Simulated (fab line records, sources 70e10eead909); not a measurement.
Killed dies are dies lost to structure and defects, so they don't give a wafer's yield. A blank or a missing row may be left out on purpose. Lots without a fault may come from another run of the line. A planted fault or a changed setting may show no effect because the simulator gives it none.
fab line records | flow nand_harc
record lots=24 wafers=72 last_day=34
route steps=1302 shown A_CONTACT@1009
lots that met no fault: from a run of the same line without faults
start_h: hours from the record's first day to the start of the lot's first wafer shown | wait_h: hours since the lot's step before | " the same as in the row above | L1.1+2: a row that stands for several wafers | - no value, or no start given | * or withheld: withheld | < > ~ a bound
route shown NAME@n: a module of which the file shows steps, and the number in the route of the first | usual: mean/standard deviation of fault-free wafers | same: alike in all rows | chamber/n: place in a boat | sites: the reading at each site | _std_site: their standard deviation | _edge_site: outer sites' mean less inner sites' | radius_mm: how far each site lies from the wafer's centre | mask NAME#n: copy n | behind: the tool/chamber that last shaped the wafer | hold: why the lot was held/for how many hours/how that ended | device: the transistor (n, p or np) that didn't switch | end of line: the same wafers' tests at the end of the route | a step without rows: its recipe alone | killed: dies lost to structure and defects at the first sort, not the wafer's yield | map: a wafer's dies, x killed, . not, _ none there
set.NAME: the setting as run; set.NAME@STEP: as run at that earlier step | model.NAME: the simulator's own value behind a step, which no gauge read
steps of the route over a sample of lots; a table a step, a row a wafer
services: from which hour (start_h, from the record's first day; less than 0 if before it) a tool's chamber was out of use, for how many hours, and why
## steps
# step NHARC_A_CONTACT_ETCH_115
# recipe source_w=withheld pressure_mtorr=20 bias_v=3000 time_s=190 target_depth_a=18500 ar_flow_sccm=withheld c4f8_flow_sccm=withheld o2_flow_sccm=withheld chemistry=C4F8/O2/Ar
# usual oes_air_line_au=1.001/0.021
# columns lot.wafer tool chamber start_h wait_h oes_air_line_au rf_hours_counter_h
L075.2 har_cap_etch-02 0 504.28 0.1 1.018 85
L075.1 " 1 " " 0.989 85
L075.4 " 1 " " 0.999 -
L074.3 har_cap_etch-03 1 504.99 0.1 0.969 -
L074.4 " 0 " " 1.014 -
L074.6 " 0 " " 1.001 -
L076.1 har_cap_etch-02 0 511.48 0.1 1.008 87
L076.4 " 0 " " 1.019 -
L076.6 " 0 " " 1.017 -
L077.1 har_cap_etch-02 1 519.94 0.1 0.980 89
L077.3 " 1 " " 0.976 -
L077.5 " 1 " " 0.966 -
L079.1 har_cap_etch-03 1 533.85 0.1 1.007 46
L079.4 " 1 " " 0.975 -
L079.5 " 1 " " 0.974 -
L078.2 har_cap_etch-02 0 534.49 0.1 1.009 93
L078.3 " 0 " " 1.029 -
L078.4 " 1 " " 1.010 -
L080.3 har_cap_etch-02 1 559.24 0.1 0.965 -
L080.4 " 0 " " 0.983 -
L080.5 " 0 " " 1.006 -
L082.1 har_cap_etch-02 1 589.63 0.1 1.009 99
L082.2 " 0 " " 0.996 99
L082.6 " 0 " " 1.009 -
L081.2 har_cap_etch-03 0 589.80 0.1 0.997 53
L081.5 " 0 " " 1.026 -
L081.6 " 1 " " 1.004 -
L083.1 har_cap_etch-01 0 594.40 0.1 1.003 11
L083.2 " 1 " " 1.019 11
L083.6 " 1 " " 1.015 -
L084.1 har_cap_etch-02 0 597.12 0.1 0.990 102
L084.3 " 1 " " 1.009 -
L084.6 " 0 " " 1.009 -
L085.1 har_cap_etch-02 1 616.56 0.1 1.005 106
L085.2 " 0 " " 1.028 106
L085.5 " 0 " " 1.034 -
L086.2 har_cap_etch-03 0 617.51 0.1 1.000 59
L086.4 " 1 " " 0.995 -
L086.6 " 1 " " 1.020 -
L088.2 har_cap_etch-01 1 638.11 0.1 1.011 19
L088.4 " 0 " " 1.005 -
L088.5 " 1 " " 0.982 -
L089.2 har_cap_etch-03 0 640.26 0.1 1.013 63
L089.3 " 0 " " 1.011 -
L089.4 " 1 " " 0.995 -
L087.2 har_cap_etch-02 0 644.08 0.2 1.016 112
L087.3 " 1 " " 0.981 -
L087.5 " 0 " " 1.003 -
L090.2 har_cap_etch-02 1 670.15 0.3 1.005 117
L090.4 " 0 " " 1.011 -
L090.3 " 1 " " 0.997 -
L091.2 har_cap_etch-01 0 679.16 0.1 0.965 26
L091.4 " 0 " " 0.995 -
L091.5 " 0 " " 0.979 -
L092.1 har_cap_etch-03 0 679.50 0.1 0.984 70
L092.3 " 0 " " 1.008 -
L092.6 " 0 " " 1.007 -
L093.1 har_cap_etch-02 1 713.68 0.1 0.966 122
L093.4 " 0 " " 1.017 -
L093.6 " 0 " " 1.036 -
L094.1 har_cap_etch-01 0 713.80 0.1 1.019 31
L094.2 " 1 " " 0.989 31
L094.4 " 0 " " 0.982 -
L095.1 har_cap_etch-03 1 715.30 0.1 1.024 75
L095.3 " 1 " " 1.002 -
L095.5 " 1 " " 1.013 -
L096.2 har_cap_etch-02 1 729.75 0.1 0.986 126
L096.6 " 0 " " 0.995 -
L096.5 " 1 " " 1.003 -
L097.1 har_cap_etch-01 0 730.62 0.1 0.990 36
L097.4 " 0 " " 1.025 -
L097.5 " 1 " " 1.002 -
# step NHARC_A_CONTACT_ETCH_123
# recipe source_w=withheld pressure_mtorr=20 bias_v=400 time_s=490 target_depth_a=21100 ar_flow_sccm=withheld c4f8_flow_sccm=11.5 o2_flow_sccm=7.2 chemistry=C4F8/O2/Ar
# usual oes_air_line_au=1.002/0.02
# columns lot.wafer tool chamber start_h wait_h oes_air_line_au rf_hours_counter_h
L075.2 har_cap_etch-02 0 505.64 0.1 0.995 86
L075.1 " 1 " " 0.981 86
L075.4 " 1 " " 0.974 -
L074.3 har_cap_etch-03 1 506.48 0.3 0.988 -
L074.4 " 0 " " 0.997 -
L074.6 " 0 " " 0.997 -
L076.1 har_cap_etch-02 0 512.90 0.2 0.992 88
L076.4 " 0 " " 1.007 -
L076.6 " 0 " " 0.981 -
L077.1 har_cap_etch-02 1 521.31 0.1 1.030 91
L077.3 " 1 " " 1.005 -
L077.5 " 1 " " 1.018 -
L079.1 har_cap_etch-03 1 535.22 0.1 1.003 48
L079.4 " 1 " " 1.020 -
L079.5 " 1 " " 1.016 -
L078.2 har_cap_etch-02 0 535.86 0.1 1.014 94
L078.3 " 0 " " 0.974 -
L078.4 " 1 " " 1.004 -
L080.3 har_cap_etch-02 1 560.72 0.3 0.999 -
L080.4 " 0 " " 1.025 -
L080.5 " 0 " " 0.998 -
L082.1 har_cap_etch-02 1 591.00 0.1 0.979 101
L082.2 " 0 " " 1.003 101
L082.6 " 0 " " 0.993 -
L081.2 har_cap_etch-03 0 591.16 0.1 1.037 54
L081.5 " 0 " " 1.014 -
L081.6 " 1 " " 0.993 -
L083.1 har_cap_etch-01 0 595.76 0.1 0.986 13
L083.2 " 1 " " 1.030 13
L083.6 " 1 " " 1.021 -
L084.1 har_cap_etch-02 0 598.54 0.2 0.993 103
L084.3 " 1 " " 0.971 -
L084.6 " 0 " " 0.978 -
L085.1 har_cap_etch-02 1 617.93 0.1 1.003 107
L085.2 " 0 " " 0.996 107
L085.5 " 0 " " 0.997 -
L086.2 har_cap_etch-03 0 618.88 0.1 0.976 60
L086.4 " 1 " " 1.023 -
L086.6 " 1 " " 1.008 -
L088.2 har_cap_etch-01 1 639.54 0.2 0.989 21
L088.4 " 0 " " 1.019 -
L088.5 " 1 " " 0.992 -
L089.2 har_cap_etch-03 0 641.97 0.2 0.978 64
L089.3 " 0 " " 0.997 -
L089.4 " 1 " " 0.993 -
L087.2 har_cap_etch-02 0 645.99 0.3 1.036 114
L087.3 " 1 " " 1.014 -
L087.5 " 0 " " 1.043 -
L090.2 har_cap_etch-02 1 672.67 0.4 0.979 118
L090.4 " 0 " " 1.035 -
L090.3 " 1 " " 0.999 -
L091.2 har_cap_etch-01 0 680.52 0.1 0.994 27
L091.4 " 0 " " 0.978 -
L091.5 " 0 " " 1.022 -
L092.1 har_cap_etch-03 0 680.92 0.2 1.011 71
L092.3 " 0 " " 1.003 -
L092.6 " 0 " " 1.011 -
L093.1 har_cap_etch-02 1 715.11 0.2 0.982 124
L093.4 " 0 " " 0.999 -
L093.6 " 0 " " 1.029 -
L094.1 har_cap_etch-01 0 715.16 0.1 0.987 33
L094.2 " 1 " " 1.016 33
L094.4 " 0 " " 1.014 -
L095.1 har_cap_etch-03 1 716.66 0.1 1.014 76
L095.3 " 1 " " 1.011 -
L095.5 " 1 " " 1.015 -
L096.2 har_cap_etch-02 1 731.18 0.2 0.986 128
L096.6 " 0 " " 1.034 -
L096.5 " 1 " " 0.995 -
L097.1 har_cap_etch-01 0 732.06 0.2 1.002 37
L097.4 " 0 " " 1.022 -
L097.5 " 1 " " 0.950 -
# step NHARC_A_CONTACT_ETCH_96
# recipe target_depth_a=200 over_etch_frac=0.5 time_s=10 ion_energy_ev=250 c4f6_flow_sccm=25 o2_flow_sccm=20 ar_flow_sccm=500 rf_w=600 bias_w=500 chemistry=C4F6/O2
# usual drypump_motor_current_A=6.0/0.39 o2_flow_sccm=20.00/0.061 oes_product_au=0.972/0.026 rf_vpp_V=546/3.5 showerhead_plenum_p_Torr=3.90/0.16 throttle_valve_pct=26.903/0.0092
# columns lot.wafer tool chamber start_h wait_h drypump_motor_current_A o2_flow_sccm oes_product_au rf_hours_counter_h rf_vpp_V showerhead_plenum_p_Torr throttle_valve_pct
L075.1 rie_diel-09 0 - - 5.6 20.08 0.995 0 543 3.76 26.911
L075.2 " 1 " " 6.5 20.05 1.008 0 545 3.83 26.901
L075.4 " 2 " " 5.8 19.98 1.002 0 542 3.72 26.887
L074.3 rie_diel-07 0 - - 6.1 20.02 0.956 7 549 3.97 26.895
L074.4 " 1 " " 6.1 19.95 0.955 7 552 4.15 26.913
L074.6 " 2 " " 6.5 19.85 0.973 - 547 3.93 26.896
L076.4 rie_diel-09 0 - - 5.6 20.02 0.985 1 543 3.76 26.904
L076.1 " 1 " " 6.5 20.06 0.993 1 546 3.83 26.914
L076.6 " 1 " " 6.4 20.00 0.996 - 543 3.83 26.909
L077.3 rie_diel-04 3 - - 6.0 20.00 0.962 56 544 3.81 26.898
L077.1 " 2 " " 6.3 20.04 0.967 53 544 3.78 26.891
L077.5 " 3 " " 6.0 19.91 0.958 - 545 3.81 26.894
L079.1 rie_diel-07 1 - - 6.1 20.09 1.003 18 552 4.14 26.899
L079.4 " 2 " " 6.5 19.91 1.012 18 547 3.92 26.911
L079.5 " 1 " " 6.1 20.05 0.998 - 552 4.14 26.909
L078.4 rie_diel-09 3 - - 5.9 20.00 0.947 6 550 4.12 26.891
L078.3 " 0 " " 5.6 19.95 0.938 5 542 3.75 26.901
L078.2 " 2 " " 5.9 20.05 0.941 8 542 3.71 26.915
L080.4 rie_diel-09 1 - - 6.5 20.08 0.950 11 543 3.82 26.918
L080.3 " 2 " " 5.9 19.99 0.928 12 542 3.71 26.890
L080.5 " 2 " " 5.9 20.06 0.938 - 542 3.71 26.900
L082.2 rie_diel-07 2 - - 6.5 19.95 0.949 37 548 3.91 26.894
L082.1 " 3 " " 5.1 20.04 0.929 33 544 3.78 26.908
L082.6 " 1 " " 6.1 20.03 0.953 - 552 4.13 26.901
L081.2 rie_diel-07 2 - - 6.5 19.89 0.967 37 547 3.91 26.909
L081.5 " 1 " " 6.1 19.99 0.948 - 551 4.13 26.901
L081.6 " 2 " " 6.5 19.94 0.964 - 547 3.91 26.901
L083.2 rie_diel-09 1 - - 6.5 19.96 0.949 16 546 3.82 26.901
L083.1 " 2 " " 5.9 19.98 0.942 16 542 3.71 26.900
L083.6 " 3 " " 5.9 19.99 0.951 - 551 4.12 26.912
L084.1 rie_diel-09 2 - - 5.8 19.98 1.008 16 542 3.71 26.894
L084.3 " 3 " " 5.8 20.03 1.007 13 550 4.12 26.888
L084.6 " 3 " " 5.9 20.01 0.992 - 550 4.12 26.907
L085.1 rie_diel-09 3 - - 5.9 19.92 0.955 18 551 4.12 26.906
L085.2 " 2 " " 5.9 19.97 0.946 21 542 3.70 26.908
L085.5 " 0 " " 5.6 19.97 0.934 - 542 3.75 26.907
L086.2 rie_diel-07 2 - - 6.5 19.97 0.949 44 547 3.91 26.901
L086.4 " 3 " " 5.1 19.94 0.943 40 543 3.77 26.924
L086.6 " 0 " " 6.0 19.88 0.930 - 546 3.95 26.920
L088.4 rie_diel-04 3 - - 6.0 20.02 0.940 33 544 3.79 26.897
L088.2 " 1 " " 6.8 20.02 0.961 33 548 3.99 26.915
L088.5 " 3 " " 6.0 20.00 0.944 - 543 3.78 26.902
L089.3 rie_diel-09 0 - - 5.6 19.96 0.977 20 542 3.75 26.916
L089.2 " 1 " " 6.4 19.99 1.007 22 545 3.82 26.898
L089.4 " 2 " " 5.8 19.96 1.005 24 543 3.70 26.901
L087.3 rie_diel-04 0 - - 6.1 19.94 1.000 35 552 4.20 26.918
L087.2 " 1 " " 6.8 20.03 1.006 35 548 3.99 26.890
L087.5 " 0 " " 6.1 19.98 0.988 - 552 4.20 26.902
L090.4 rie_diel-09 2 - - 5.9 20.06 1.005 28 543 3.70 26.900
L090.2 " 3 " " 5.9 20.10 0.989 26 551 4.11 26.909
L090.3 " 0 " " 5.6 20.02 0.996 24 543 3.74 26.895
L091.2 rie_diel-04 3 - - 6.0 20.00 1.000 49 544 3.78 26.915
L091.4 " 0 " " 6.0 19.98 0.999 49 551 4.20 26.899
L091.5 " 2 " " 6.3 20.02 0.992 - 542 3.75 26.903
L092.1 rie_diel-04 3 - - 6.0 19.90 0.947 49 543 3.78 26.899
L092.3 " 2 " " 6.3 20.07 0.946 44 542 3.75 26.904
L092.6 " 0 " " 6.1 20.00 0.966 - 551 4.20 26.900
L093.4 rie_diel-09 0 - - 5.6 19.96 0.998 6 543 3.74 26.915
L093.1 " 1 " " 6.4 19.97 1.005 5 545 3.81 26.918
L093.6 " 3 " " 5.9 19.95 1.002 - 550 4.11 26.903
L094.1 rie_diel-09 1 - - 6.4 19.97 0.947 5 545 3.81 26.898
L094.4 " 2 " " 5.8 19.96 0.938 4 543 3.70 26.895
L094.2 " 3 " " 5.9 20.02 0.948 5 552 4.11 26.895
L095.1 rie_diel-09 3 - - 5.9 19.97 0.997 5 551 4.11 26.913
L095.3 " 1 " " 6.4 20.00 1.007 5 544 3.81 26.907
L095.5 " 3 " " 5.9 20.02 0.995 - 550 4.11 26.897
L096.2 rie_diel-07 1 - - 6.1 20.00 0.952 30 550 4.10 26.880
L096.5 " 1 " " 6.1 19.95 0.958 - 550 4.10 26.901
L096.6 " 2 " " 6.5 19.94 0.962 - 547 3.89 26.918
L097.1 rie_diel-07 0 - - 6.0 19.97 1.006 28 547 3.93 26.895
L097.4 " 2 " " 6.5 20.01 0.999 16 547 3.89 26.891
L097.5 " 0 " " 6.0 19.96 0.999 - 546 3.93 26.904
# step NHARC_A_CONTACT_STRIP_55
# recipe o2_flow_sccm=500 ar_flow_sccm=0 bias_w=0 chemistry=O2
# usual drypump_motor_current_A=6.0/0.41 o2_flow_sccm=499.7/1.5 oes_product_au=1.000/0.007 rf_vpp_V=57.7/0.93 showerhead_plenum_p_Torr=3.49/0.15 throttle_valve_pct=17.038/0.0096
# columns lot.wafer tool chamber start_h wait_h drypump_motor_current_A o2_flow_sccm oes_product_au rf_hours_counter_h rf_vpp_V showerhead_plenum_p_Torr throttle_valve_pct
L075.1 rie_diel-09 0 - - 5.6 498.1 0.995 0 58.4 3.37 17.027
L075.2 " 1 " " 6.5 501.8 1.000 0 57.8 3.44 17.055
L075.4 " 3 " " 5.8 500.7 0.998 0 59.0 3.72 17.053
L074.3 rie_diel-09 1 - - 6.4 498.9 1.004 0 59.1 3.44 17.049
L074.4 " 2 " " 5.9 499.3 0.999 0 58.1 3.34 17.023
L074.6 " 1 " " 6.4 499.3 0.994 - 58.4 3.44 17.056
L076.1 rie_diel-04 2 - - 6.3 495.8 1.002 51 57.1 3.39 17.030
L076.4 " 0 " " 6.1 497.9 1.001 62 56.6 3.29 17.026
L076.6 " 3 " " 6.0 499.5 0.986 - 56.5 3.42 17.039
L077.1 rie_diel-04 1 - - 6.7 499.3 0.993 56 58.4 3.61 17.039
L077.3 " 3 " " 6.0 499.2 0.989 56 55.5 3.42 17.035
L077.5 " 1 " " 6.7 499.7 0.993 - 57.9 3.61 17.031
L079.4 rie_diel-07 0 - - 6.0 498.9 1.004 17 59.8 3.56 17.017
L079.1 " 3 " " 5.1 499.2 0.986 18 57.1 3.40 17.038
L079.5 " 0 " " 6.0 501.3 0.990 - 58.1 3.56 17.054
L078.2 rie_diel-09 1 - - 6.5 500.5 1.004 7 56.4 3.44 17.038
L078.3 " 2 " " 5.9 496.9 0.993 8 57.3 3.33 17.044
L078.4 " 0 " " 5.6 497.5 0.995 5 56.0 3.37 17.046
L080.4 rie_diel-07 0 - - 6.0 497.7 0.998 21 57.4 3.56 17.043
L080.3 " 1 " " 6.1 500.1 1.004 25 59.1 3.73 17.028
L080.5 " 0 " " 6.0 497.9 1.011 - 58.8 3.56 17.042
L082.2 rie_diel-07 3 - - 5.1 498.1 1.001 33 58.8 3.39 17.031
L082.1 " 0 " " 6.1 500.8 1.002 32 57.0 3.55 17.044
L082.6 " 1 " " 6.1 499.1 1.013 - 58.4 3.72 17.042
L081.2 rie_diel-04 1 - - 6.8 500.6 0.997 18 57.0 3.60 17.032
L081.6 " 0 " " 6.1 499.6 1.000 - 58.9 3.80 17.062
L081.5 " 1 " " 6.7 499.4 0.990 - 56.9 3.60 17.058
L083.1 rie_diel-04 3 - - 6.0 500.4 0.999 16 57.2 3.41 17.041
L083.2 " 2 " " 6.3 502.8 0.996 17 57.4 3.38 17.029
L083.6 " 3 " " 6.0 500.0 0.998 - 57.0 3.41 17.029
L084.3 rie_diel-04 2 - - 6.3 500.0 0.986 18 57.3 3.38 17.049
L084.1 " 0 " " 6.1 502.8 1.002 17 57.7 3.80 17.045
L084.6 " 2 " " 6.3 499.8 1.009 - 56.9 3.38 17.045
L085.1 rie_diel-09 0 - - 5.6 500.3 0.989 16 57.0 3.37 17.032
L085.2 " 1 " " 6.5 500.3 1.007 19 58.0 3.43 17.024
L085.5 " 0 " " 5.6 500.6 0.988 - 57.1 3.37 17.037
L086.2 rie_diel-09 3 - - 5.8 500.1 1.012 18 57.7 3.71 17.038
L086.4 " 2 " " 5.9 497.7 1.002 21 57.7 3.33 17.034
L086.6 " 3 " " 5.9 500.8 1.008 - 59.8 3.70 17.042
L088.2 rie_diel-09 3 - - 5.9 498.0 1.013 21 58.0 3.70 17.043
L088.4 " 2 " " 5.8 500.7 1.003 23 58.3 3.32 17.044
L088.5 " 3 " " 5.9 498.0 1.003 - 58.5 3.70 17.042
L089.3 rie_diel-09 1 - - 6.5 497.7 0.989 22 58.1 3.43 17.032
L089.2 " 3 " " 5.9 498.8 0.991 22 58.5 3.70 17.043
L089.4 " 0 " " 5.6 501.5 0.984 20 56.1 3.36 17.040
L087.2 rie_diel-04 2 - - 6.3 497.4 0.996 33 58.9 3.37 17.028
L087.3 " 0 " " 6.1 500.1 0.988 35 59.0 3.79 17.047
L087.5 " 3 " " 6.0 500.2 0.991 - 57.6 3.40 17.026
L090.3 rie_diel-07 3 - - 5.1 497.3 0.989 3 56.3 3.38 17.018
L090.2 " 1 " " 6.1 498.5 1.002 6 58.0 3.70 17.024
L090.4 " 2 " " 6.5 500.4 1.008 5 57.0 3.50 17.024
L091.4 rie_diel-04 3 - - 6.1 498.6 1.017 49 57.7 3.39 17.052
L091.2 " 0 " " 6.1 500.3 1.001 49 58.3 3.78 17.048
L091.5 " 3 " " 6.1 497.1 0.998 - 58.6 3.39 17.024
L092.1 rie_diel-04 3 - - 6.0 498.6 1.002 51 56.4 3.39 17.036
L092.3 " 0 " " 6.1 500.1 1.000 51 58.3 3.78 17.031
L092.6 " 2 " " 6.4 499.4 0.996 - 57.2 3.37 17.040
L093.1 rie_diel-09 3 - - 5.9 500.5 1.011 5 58.5 3.70 17.047
L093.4 " 0 " " 5.6 499.1 1.006 6 57.5 3.36 17.040
L093.6 " 3 " " 5.9 502.0 0.998 - 58.9 3.70 17.040
L094.1 rie_diel-07 1 - - 6.1 498.3 1.004 21 58.7 3.70 17.031
L094.2 " 3 " " 5.1 501.3 1.006 15 58.1 3.37 17.032
L094.4 " 3 " " 5.1 502.6 1.003 - 57.0 3.37 17.043
L095.3 rie_diel-07 0 - - 6.0 500.7 1.003 20 56.6 3.53 17.051
L095.1 " 1 " " 6.1 499.3 1.003 22 59.3 3.70 17.037
L095.5 " 1 " " 6.1 497.6 1.012 - 59.2 3.70 17.034
L096.2 rie_diel-09 3 - - 5.8 499.9 1.001 8 58.7 3.70 17.039
L096.5 " 2 " " 5.8 499.6 0.998 - 58.0 3.32 17.042
L096.6 " 3 " " 5.9 500.2 0.998 - 57.8 3.70 17.039
L097.4 rie_diel-07 3 - - 5.1 500.4 1.009 24 57.3 3.37 17.019
L097.1 " 1 " " 6.1 500.4 0.997 30 57.3 3.69 17.026
L097.5 " 2 " " 6.5 499.8 1.004 - 57.7 3.50 17.030
# step NHARC_A_CONTACT_DEP_57
# recipe target_thk_a=53000 temp_c=400 material=aC
# usual throttle_valve_pct=35.000/0.0083
# columns lot.wafer tool chamber start_h wait_h throttle_valve_pct
L075.1 acl_dep-03 0 509.14 - 34.980
L075.2 " 0 " " 34.994
L075.4 " 0 510.74 - 34.987
L074.3 acl_dep-01 0 513.32 - 34.997
L074.4 " 0 " " 35.002
L074.6 " 0 514.94 - 35.002
L076.1 acl_dep-01 0 517.33 - 35.009
L076.4 " 0 518.91 - 35.007
L076.6 " 0 519.97 - 35.011
L077.1 acl_dep-03 0 523.48 - 35.002
L077.3 " 0 524.55 - 34.995
L077.5 " 0 525.63 - 35.010
L079.1 acl_dep-01 0 537.44 - 34.998
L079.4 " 0 539.02 - 34.988
L079.5 " 0 " " 35.002
L078.2 acl_dep-02 0 538.67 - 34.990
L078.3 " 0 " " 34.997
L078.4 " 0 " " 35.000
L080.3 acl_dep-03 0 563.81 - 35.002
L080.4 " 0 " " 35.008
L080.5 " 0 " " 35.025
L082.1 acl_dep-02 0 597.62 - 34.998
L082.2 " 0 " " 35.013
L082.6 " 0 600.27 - 35.012
L081.2 acl_dep-03 0 599.15 - 34.986
L081.5 " 0 600.79 - 35.007
L081.6 " 0 " " 35.003
L083.1 acl_dep-01 0 601.18 - 34.993
L083.2 " 0 " " 35.015
L083.6 " 0 603.85 - 34.979
L084.1 acl_dep-02 0 602.71 - 35.000
L084.3 " 0 603.80 - 35.004
L084.6 " 0 605.43 - 34.985
L085.1 acl_dep-01 0 625.10 - 35.007
L085.2 " 0 " " 34.993
L085.5 " 0 627.24 - 34.994
L086.2 acl_dep-02 0 625.82 - 35.007
L086.4 " 0 626.90 - 35.006
L086.6 " 0 627.99 - 34.997
L088.2 acl_dep-03 0 642.86 - 34.989
L088.4 " 0 643.93 - 35.021
L088.5 " 0 " " 35.001
L089.2 acl_dep-02 0 644.84 - 35.012
L089.3 " 0 " " 34.995
L089.4 " 0 " " 34.994
L087.2 acl_dep-03 0 649.08 - 35.002
L087.3 " 0 " " 35.005
L087.5 " 0 650.70 - 34.994
L090.2 acl_dep-02 0 680.15 - 34.996
L090.3 " 0 " " 34.997
L090.4 " 0 " " 35.007
L091.2 acl_dep-03 0 685.01 - 35.003
L091.4 " 0 686.11 - 35.002
L091.5 " 0 " " 35.005
L092.1 acl_dep-01 0 688.48 - 35.002
L092.3 " 0 689.55 - 34.998
L092.6 " 0 691.16 - 35.000
L093.1 acl_dep-03 0 717.91 - 34.995
L093.4 " 0 719.51 - 35.005
L093.6 " 0 720.58 - 34.984
L094.1 acl_dep-01 0 718.72 - 35.001
L094.2 " 0 " " 34.998
L094.4 " 0 720.33 - 35.008
L095.1 acl_dep-02 0 719.68 - 34.999
L095.3 " 0 720.75 - 34.991
L095.5 " 0 721.82 - 34.992
L096.2 acl_dep-03 0 733.88 - 35.001
L096.5 " 0 735.50 - 35.003
L096.6 " 0 " " 35.004
L097.1 acl_dep-02 0 734.12 - 34.998
L097.4 " 0 735.72 - 35.009
L097.5 " 0 " " 34.981
# step NHARC_A_CONTACT_OVL_MEAS_70
# usual overlay_x_nm=0.0/0.74 overlay_y_nm=-0.1/0.97
# columns lot.wafer tool chamber start_h wait_h overlay_x_nm overlay_y_nm
L075.1 overlay-02 - 513.18 - 0.9 0.4
L075.2 " - " " 0.2 -0.1
L075.4 " - " " 1.1 0.1
L074.3 overlay-02 - 516.18 - -1.9 -1.1
L074.4 " - " " -1.9 -1.2
L074.6 " - " " -1.4 -0.5
L076.1 overlay-02 - 521.36 - 0.6 0.2
L076.4 " - " " 0.9 -0.3
L076.6 " - " " 0.2 -0.5
L077.1 overlay-01 - 527.54 - 0.3 -1.0
L077.3 " - " " 0.0 -1.2
L077.5 " - " " 0.1 -0.7
L079.1 overlay-01 - 541.31 - -1.0 -0.4
L079.4 " - " " -0.7 -0.4
L079.5 " - " " -0.9 -0.4
L078.2 overlay-02 - 542.07 - -0.7 1.0
L078.3 " - " " -0.6 1.1
L078.4 " - " " -0.7 0.8
L080.3 overlay-02 - 566.77 - -0.2 -0.6
L080.4 " - " " -0.5 -1.0
L080.5 " - " " 0.0 -0.9
L082.1 overlay-01 - 601.63 - -0.5 -0.8
L082.2 " - " " -0.4 -0.9
L082.6 " - " " -0.1 -0.7
L081.2 overlay-01 - 602.71 - 1.5 -0.4
L081.5 " - " " 1.4 -0.3
L081.6 " - " " 0.5 -1.0
L083.1 overlay-01 - 605.21 - 0.9 2.4
L083.2 " - " " 0.2 2.1
L083.6 " - " " 0.6 2.2
L084.1 overlay-01 - 606.81 - 1.8 0.7
L084.3 " - " " 1.1 0.5
L084.6 " - " " 1.3 0.3
L085.1 overlay-01 - 629.13 - 0.8 -2.2
L085.2 " - " " -0.2 -1.9
L085.5 " - " " 0.3 -2.3
L086.2 overlay-02 - 629.36 - -0.7 0.3
L086.4 " - " " -0.1 0.3
L086.6 " - " " -0.8 0.1
L088.2 overlay-01 - 646.25 - 0.1 -0.4
L088.4 " - " " 0.7 -0.7
L088.5 " - " " 0.1 -1.2
L089.2 overlay-02 - 648.22 - 0.1 -0.4
L089.3 " - " " 0.5 -0.9
L089.4 " - " " -0.1 -1.1
L087.2 overlay-01 - 652.48 - 0.2 1.4
L087.3 " - " " 0.7 1.3
L087.5 " - " " -0.4 1.8
L090.2 overlay-01 - 683.58 - 0.0 1.3
L090.3 " - " " -0.7 0.9
L090.4 " - " " -0.3 0.3
L091.2 overlay-02 - 688.45 - -0.3 0.8
L091.4 " - " " 0.1 0.8
L091.5 " - " " -0.2 1.3
L092.1 overlay-02 - 692.53 - -0.3 0.5
L092.3 " - " " 0.6 0.4
L092.6 " - " " 0.2 0.1
L093.1 overlay-01 - 721.95 - 0.7 -0.1
L093.4 " - " " -0.3 0.6
L093.6 " - " " -0.1 -0.3
L094.1 overlay-02 - 722.78 - -0.1 -0.9
L094.2 " - " " -0.4 -0.3
L094.4 " - " " -0.4 0.0
L095.1 overlay-01 - 723.73 - 0.5 0.0
L095.3 " - " " 0.8 0.4
L095.5 " - " " 0.2 0.9
L096.2 overlay-01 - 737.40 - -1.6 -0.4
L096.5 " - " " -0.8 -0.3
L096.6 " - " " -0.8 0.1
L097.1 overlay-01 - 738.15 - 0.0 -1.3
L097.4 " - " " 0.5 -0.8
L097.5 " - " " 0.3 -1.0
## services
# columns tool chamber start_h hours kind
acl_dep-03 - 488.61 13.0 pm
rie_diel-09 - 497.10 9.0 pm
rie_diel-09 0 497.10 9.0 vent_cycle
rie_diel-09 1 497.10 9.0 vent_cycle
rie_diel-09 2 497.10 9.0 vent_cycle
rie_diel-09 3 497.10 9.0 vent_cycle
har_cap_etch-01 - 497.24 17.0 pm
rie_diel-09 0 506.10 - clean
rie_diel-07 - 510.32 0.1 repair
rie_diel-04 - 533.09 9.0 pm
rie_diel-07 0 544.77 7.0 repair
acl_dep-01 - 554.38 13.0 pm
acl_dep-02 - 607.82 13.0 pm
rie_diel-04 - 611.73 0.7 repair
rie_diel-09 1 624.67 4.9 repair
rie_diel-07 0 634.89 8.1 repair
rie_diel-07 - 651.93 9.0 pm
rie_diel-09 - 662.10 3.7 repair
acl_dep-03 - 671.47 13.0 pm
rie_diel-09 - 674.10 9.0 pm
rie_diel-07 3 700.75 5.1 repair
rie_diel-07 2 704.29 22.1 repair
rie_diel-04 1 704.74 2.4 repair
rie_diel-04 - 710.09 9.0 pm
## key
fault none
